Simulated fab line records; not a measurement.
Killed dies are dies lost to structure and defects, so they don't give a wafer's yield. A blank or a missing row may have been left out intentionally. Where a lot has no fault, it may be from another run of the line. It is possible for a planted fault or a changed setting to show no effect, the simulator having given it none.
Matching of chambers | flow n5-finfet | N5_FIN_SAQP_ETCH_65 on rie-si-06: 4 sister chambers
The step etches SiO2 in CF4, target depth 4 nm, time 4.4 s. 7 wafers are shown with their chamber, then 7 later ones without.

EACH WAFER AND ITS CHAMBER
wafer  | chamber | throttle-valve-pct (%) | oes-product-au (a.u.)
L079.1 | 0       | 22.00                  | 1.019
L079.4 | 1       | 21.50                  | 1.000
L079.5 | 2       | 21.77                  | 1.017
L080.2 | 1       | 21.49                  | 1.005
L080.6 | 3       | 21.78                  | 0.986
L081.1 | 0       | 22.00                  | 1.018
L081.3 | 3       | 21.78                  | 0.984

WAFERS WITHOUT THEIR CHAMBER
wafer  | throttle-valve-pct (%) | oes-product-au (a.u.)
L081.6 | 21.79                  | 0.998
L082.2 | 21.78                  | 0.993
L082.3 | 21.48                  | 1.004
L082.5 | 21.78                  | 0.996
L091.2 | 21.49                  | 1.008
L091.3 | 21.39                  | 0.995
L091.6 | 21.99                  | 1.019

THE CHAMBER EACH PASSED THROUGH
wafer  | from the rows above | in truth
L081.6 | 3                   | 3
L082.2 | 3                   | 3
L082.3 | 1                   | 1
L082.5 | 3                   | 3
L091.2 | 1                   | 1
L091.3 | 1                   | 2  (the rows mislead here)
L091.6 | 0                   | 0
6 of 7 placed correctly. Left unplaced by these rows: 0. Number placed wrongly: 1.
How it was worked out, from the rows above alone: a wafer's distance from a chamber is the root of the sum, over the readings, of the square of ((its reading less the chamber's mean) divided by the reading's scatter). The wafer belongs to the nearest chamber; if the next one is less than 2 further off, it can't be placed. Each chamber's mean is taken over the wafers shown for it. The scatter: take each reading less its chamber's mean, square it, sum over the shown wafers, divide by the number of wafers less the number of chambers, and take the root.
